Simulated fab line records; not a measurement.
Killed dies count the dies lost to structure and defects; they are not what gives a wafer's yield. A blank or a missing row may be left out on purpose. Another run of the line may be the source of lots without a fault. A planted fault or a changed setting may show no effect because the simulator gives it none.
Which tool was responsible? ; flow n5 finfet ; 24 lots, 72 wafers sampled, at 6 steps of a route of 1938

WHAT EACH GAUGE READ, for each wafer
N5_BEOL_M5_INSPECT_13: inspects for defects (brightfield). Usual: 432 for raw defect count, sd 100.
lot;measured;on;raw defect count;flag
L074;day 7 23:42;defect inspect-01;333 337 354;
L075;day 8 08:20;defect inspect-02;486 487 491;
L076;day 8 17:52;defect inspect-02;550 472 426;
L077;day 9 06:05;defect inspect-01;467 349 427;
L079;day 9 12:54;defect inspect-01;417 488 534;
L080;day 9 19:25;defect inspect-01;353 239 348;
L078;day 9 22:09;defect inspect-02;553 497 447;
L081;day 10 00:18;defect inspect-02;521 451 474;
L082;day 10 01:19;defect inspect-02;509 367 339;
L085;day 10 18:22;defect inspect-01;319 384 393;
L084;day 11 01:10;defect inspect-01;425 494 335;
L083;day 11 04:14;defect inspect-02;319 337 365;
L087;day 11 09:20;defect inspect-01;283 254 320;
L086;day 11 12:52;defect inspect-01;582 493 365;
L088;day 11 22:31;defect inspect-01;451 336 402;
L090;day 12 01:29;defect inspect-02;456 564 411;
L091;day 12 10:41;defect inspect-02;515 419 515;
L089;day 12 18:32;defect inspect-02;546 640 546;
L092;day 12 21:43;defect inspect-02;423 532 525;
L093;day 13 02:04;defect inspect-01;307 448 569;
L094;day 13 05:43;defect inspect-01;616 702 493;
L095;day 13 15:01;defect inspect-01;385 395 503;
L096;day 14 00:46;defect inspect-01;361 459 446;
L097;day 14 07:50;defect inspect-01;350 297 376;

N5_BEOL_M5_INSPECT_30: inspects for defects (brightfield). Usual: 436 for raw defect count, sd 100.
lot;measured;on;raw defect count;flag
L074;day 8 01:19;defect inspect-01;311 352 337;
L075;day 8 10:58;defect inspect-02;475 463 471;
L076;day 8 21:20;defect inspect-02;520 451 440;
L077;day 9 07:35;defect inspect-02;523 381 445;
L079;day 9 15:04;defect inspect-02;436 531 559;
L080;day 9 20:23;defect inspect-02;366 262 370;
L078;day 9 23:01;defect inspect-02;606 494 460;
L081;day 10 04:25;defect inspect-02;524 484 457;
L082;day 10 04:27;defect inspect-01;475 338 308;
L085;day 10 20:29;defect inspect-01;325 383 401;
L084;day 11 03:28;defect inspect-01;418 484 338;
L083;day 11 06:46;defect inspect-01;341 344 363;
L087;day 11 11:39;defect inspect-02;292 251 358;
L086;day 11 15:37;defect inspect-01;578 476 343;
L088;day 12 00:40;defect inspect-01;429 328 383;
L090;day 12 03:10;defect inspect-02;465 537 426;
L091;day 12 11:55;defect inspect-02;511 426 500;
L089;day 12 20:31;defect inspect-01;510 605 513;
L092;day 13 00:37;defect inspect-01;418 502 496;
L093;day 13 04:13;defect inspect-02;332 486 588;
L094;day 13 08:39;defect inspect-02;651 743 556;
L095;day 13 16:22;defect inspect-02;379 403 498;
L096;day 14 01:59;defect inspect-02;395 498 490;
L097;day 14 10:33;defect inspect-01;354 317 377;

TOOL THAT RAN EACH LOT (tool first, then ch and the chambers of the sampled wafers, then the start)
lot;N5_BEOL_M4_SPUTTER_48;N5_BEOL_M4_ANNEAL_89;N5_BEOL_M4_DEP_57;N5_BEOL_M5_STRIP_64
L074;pvd sputter-01, day 7 17:44;pvd sputter-01, day 7 18:41;pecvd-03 ch 1,2, day 7 20:28;rie diel-04 ch 0,2,3, day 8 00:01
L075;pvd sputter-02, day 8 00:19;pvd sputter-02, day 8 01:16;pecvd-04 ch 0,1,2, day 8 03:03;rie diel-04 ch 1,2,3, day 8 08:35
L076;pvd sputter-01, day 8 12:18;pvd sputter-01, day 8 13:16;pecvd-03 ch 1,2, day 8 15:04;rie diel-03 ch 2,3, day 8 18:07
L077;pvd sputter-02, day 9 00:47;pvd sputter-02, day 9 01:44;pecvd-01 ch 0,1,2, day 9 03:32;rie diel-06 ch 0,1,2, day 9 06:20
L079;pvd sputter-03, day 9 02:13;pvd sputter-03, day 9 07:39;pecvd-04 ch 0,2, day 9 09:29;rie diel-03 ch 0,2, day 9 14:20
L080;pvd sputter-03, day 9 13:23;pvd sputter-03, day 9 14:20;pecvd-01 ch 0,1,2, day 9 16:08;rie diel-06 ch 1,2,3, day 9 19:39
L078;pvd sputter-01, day 9 16:19;pvd sputter-01, day 9 17:16;pecvd-04 ch 0,1,2, day 9 19:04;rie diel-04 ch 0,1,2, day 9 22:24
L081;pvd sputter-01, day 9 18:09;pvd sputter-01, day 9 19:07;pecvd-04 ch 0,1,2, day 9 20:53;rie diel-06 ch 0,2,3, day 10 00:47
L082;pvd sputter-03, day 9 19:50;pvd sputter-03, day 9 20:47;pecvd-01 ch 0,1, day 9 22:35;rie diel-03 ch 0,1,2, day 10 01:33
L085;pvd sputter-03, day 10 13:07;pvd sputter-03, day 10 14:05;pecvd-04 ch 0,1,2, day 10 15:52;rie diel-06 ch 1,2,3, day 10 18:58
L084;pvd sputter-01, day 10 18:55;pvd sputter-01, day 10 19:52;pecvd-03 ch 0,1,2, day 10 21:39;rie diel-03 ch 1,3, day 11 01:24
L083;pvd sputter-03, day 10 21:23;pvd sputter-03, day 10 22:21;pecvd-04 ch 1,2, day 11 00:08;rie diel-03 ch 2,3, day 11 04:28
L087;pvd sputter-02, day 11 03:33;pvd sputter-02, day 11 04:31;pecvd-04 ch 0,2, day 11 06:20;rie diel-03 ch 0,1,2, day 11 09:34
L086;pvd sputter-01, day 11 05:07;pvd sputter-01, day 11 06:04;pecvd-01 ch 0,1, day 11 07:53;rie diel-06 ch 1,3, day 11 13:14
L088;pvd sputter-01, day 11 15:35;pvd sputter-01, day 11 16:33;pecvd-03 ch 1, day 11 18:25;rie diel-03 ch 0,1,3, day 11 22:47
L090;pvd sputter-02, day 11 19:19;pvd sputter-02, day 11 20:16;pecvd-03 ch 0,1, day 11 22:04;rie diel-06 ch 1,2,3, day 12 02:10
L091;pvd sputter-03, day 12 05:03;pvd sputter-03, day 12 06:01;pecvd-03 ch 0,1,2, day 12 07:48;rie diel-06 ch 0,1, day 12 10:56
L089;pvd sputter-01, day 12 12:17;pvd sputter-01, day 12 13:15;pecvd-01 ch 0,2, day 12 15:08;rie diel-04 ch 0,1, day 12 18:46
L092;pvd sputter-01, day 12 15:46;pvd sputter-01, day 12 16:44;pecvd-01 ch 0,2, day 12 18:34;rie diel-04 ch 1,2,3, day 12 22:15
L093;pvd sputter-01, day 12 18:54;pvd sputter-01, day 12 19:52;pecvd-01 ch 0,1,2, day 12 21:38;rie diel-03 ch 0,1,2, day 13 02:18
L094;pvd sputter-02, day 12 23:49;pvd sputter-02, day 13 00:47;pecvd-01 ch 0,1,2, day 13 02:34;rie diel-04 ch 1,3, day 13 05:58
L095;pvd sputter-02, day 13 07:18;pvd sputter-02, day 13 08:16;pecvd-04 ch 1,2, day 13 10:04;rie diel-06 ch 2,3, day 13 15:32
L096;pvd sputter-02, day 13 19:26;pvd sputter-02, day 13 20:24;pecvd-01 ch 0,1,2, day 13 22:14;rie diel-04 ch 0,2,3, day 14 01:01
L097;pvd sputter-01, day 14 01:52;pvd sputter-01, day 14 02:49;pecvd-04 ch 0,2, day 14 04:36;rie diel-06 ch 0,2,3, day 14 08:10
- N5_BEOL_M4_SPUTTER_48: material Cu, target thk 4.5 nm, time 8.29 s.
- N5_BEOL_M4_ANNEAL_89: time 240 s.
- N5_BEOL_M4_DEP_57: deposits SiCN from 3MS/NH3, target thk 8 nm, time 14 s.
- N5_BEOL_M5_STRIP_64: strips in CF4.

WHAT THE TOOLS THEMSELVES READ (means of the sampled wafers that have a number; where no wafer has one, the mark that the record gives instead)
N5_BEOL_M4_SPUTTER_48. Usual: 30.4 % for throttle valve pct, sd 0.44.
lot;tool;throttle valve pct (%);flag
L074;pvd sputter-01;30.5;
L075;pvd sputter-02;30.7;
L076;pvd sputter-01;30.3;
L077;pvd sputter-02;30.7;
L079;pvd sputter-03;30.3;
L080;pvd sputter-03;30.2;
L078;pvd sputter-01;30.5;
L081;pvd sputter-01;30.2;
L082;pvd sputter-03;30.6;
L085;pvd sputter-03;30.2;
L084;pvd sputter-01;30.5;
L083;pvd sputter-03;30.1;
L087;pvd sputter-02;30.6;
L086;pvd sputter-01;30.3;
L088;pvd sputter-01;29.8;
L090;pvd sputter-02;30.8;
L091;pvd sputter-03;30.1;
L089;pvd sputter-01;30.4;
L092;pvd sputter-01;30.4;
L093;pvd sputter-01;30.2;
L094;pvd sputter-02;30.5;
L095;pvd sputter-02;30.6;
L096;pvd sputter-02;30.5;
L097;pvd sputter-01;30.0;

N5_BEOL_M4_ANNEAL_89. Usual: 832 W for heater power w, sd 110.
lot;tool;heater power w (W);flag
L074;pvd sputter-01;716;
L075;pvd sputter-02;845;
L076;pvd sputter-01;772;
L077;pvd sputter-02;877;
L079;pvd sputter-03;849;
L080;pvd sputter-03;875;
L078;pvd sputter-01;813;
L081;pvd sputter-01;811;
L082;pvd sputter-03;861;
L085;pvd sputter-03;843;
L084;pvd sputter-01;795;
L083;pvd sputter-03;840;
L087;pvd sputter-02;853;
L086;pvd sputter-01;702;
L088;pvd sputter-01;789;
L090;pvd sputter-02;860;
L091;pvd sputter-03;842;
L089;pvd sputter-01;699;
L092;pvd sputter-01;698;
L093;pvd sputter-01;888;
L094;pvd sputter-02;827;
L095;pvd sputter-02;800;
L096;pvd sputter-02;804;
L097;pvd sputter-01;782;

N5_BEOL_M4_DEP_57. Usual: showerhead plenum p Torr 3.667 Torr, standard deviation 0.012; throttle valve pct 9.0 %, standard deviation 0.52.
lot;tool;showerhead plenum p Torr (Torr);throttle valve pct (%);flag
L074;pecvd-03;3.677;8.7;
L075;pecvd-04;3.671;9.0;
L076;pecvd-03;3.681;8.8;
L077;pecvd-01;3.663;9.3;
L079;pecvd-04;3.667;9.0;
L080;pecvd-01;3.660;9.1;
L078;pecvd-04;3.669;9.0;
L081;pecvd-04;3.667;8.9;
L082;pecvd-01;3.649;9.4;
L085;pecvd-04;3.671;9.0;
L084;pecvd-03;3.681;8.6;
L083;pecvd-04;3.670;8.5;
L087;pecvd-04;3.668;8.9;
L086;pecvd-01;3.651;9.1;
L088;pecvd-03;3.681;9.1;
L090;pecvd-03;3.684;9.0;
L091;pecvd-03;3.676;8.7;
L089;pecvd-01;3.672;9.1;
L092;pecvd-01;3.665;9.6;
L093;pecvd-01;3.660;9.2;
L094;pecvd-01;3.659;9.2;
L095;pecvd-04;3.667;8.7;
L096;pecvd-01;3.661;9.2;
L097;pecvd-04;3.669;9.5;

N5_BEOL_M5_STRIP_64. Usual: cf4 flow sccm 150.1 sccm, standard deviation 0.42; drypump motor current A 5.8 A, standard deviation 0.35; oes product au 0.79 a.u., standard deviation 0.08; rf vpp V 271.4 V, standard deviation 1.3; showerhead plenum p Torr 1.80 Torr, standard deviation 0.043; throttle valve pct 13.6 %, standard deviation 0.32.
lot;tool;cf4 flow sccm (sccm);drypump motor current A (A);oes product au (a.u.);rf vpp V (V);showerhead plenum p Torr (Torr);throttle valve pct (%);flag
L074;rie diel-04;149.7;5.8;0.76;271.1;1.77;13.7;
L075;rie diel-04;149.7;5.5;0.76;271.5;1.80;13.6;
L076;rie diel-03;150.2;6.3;0.86;271.2;1.80;13.4;
L077;rie diel-06;150.2;5.6;0.73;271.1;1.81;13.9;
L079;rie diel-03;150.1;6.1;0.88;270.6;1.76;13.2;
L080;rie diel-06;149.7;5.6;0.80;270.8;1.81;13.7;
L078;rie diel-04;149.9;5.8;0.79;271.3;1.78;13.6;
L081;rie diel-06;149.4;5.6;0.79;272.7;1.83;13.5;
L082;rie diel-03;150.8;6.0;0.83;272.0;1.79;13.4;
L085;rie diel-06;150.0;5.6;0.78;271.1;1.81;13.7;
L084;rie diel-03;149.9;6.2;0.73;272.2;1.86;13.9;
L083;rie diel-03;149.8;6.3;0.83;270.7;1.79;13.4;
L087;rie diel-03;150.1;6.0;0.82;271.0;1.79;13.4;
L086;rie diel-06;149.9;5.8;0.80;271.4;1.81;13.4;
L088;rie diel-03;150.4;6.0;0.76;271.4;1.82;13.6;
L090;rie diel-06;149.8;5.6;0.78;271.5;1.80;13.7;
L091;rie diel-06;150.2;5.8;0.85;271.0;1.81;13.5;
L089;rie diel-04;150.7;6.0;0.80;269.6;1.79;13.7;
L092;rie diel-04;150.0;5.5;0.73;270.7;1.79;13.7;
L093;rie diel-03;150.0;6.0;0.80;270.4;1.79;13.5;
L094;rie diel-04;149.8;5.5;0.72;271.6;1.81;13.7;
L095;rie diel-06;150.8;5.6;0.82;271.9;1.82;13.4;
L096;rie diel-04;149.9;5.8;0.79;270.3;1.76;13.6;
L097;rie diel-06;150.2;5.6;0.82;272.0;1.82;13.4;

THE ANSWER, worked out from the rows above alone
Rule: lot off if the mean of its wafers having a number is beyond 3 standard deviations from the usual mean. Also off: a lot with no number at a reading for which 4 or more lots have one. All remaining lots with rows at the step are treated as sound. The gauges are gone through in route order, then the tools' own readings, and for those a lot's mean is taken as printed above. The first step at which some lot is off is used, and at that step the reading that is off furthest; a lot without a number counts as furthest.
No lot is off at any reading shown: from this, nothing can be told.

WHAT WAS PUT IN BY THE SIMULATOR
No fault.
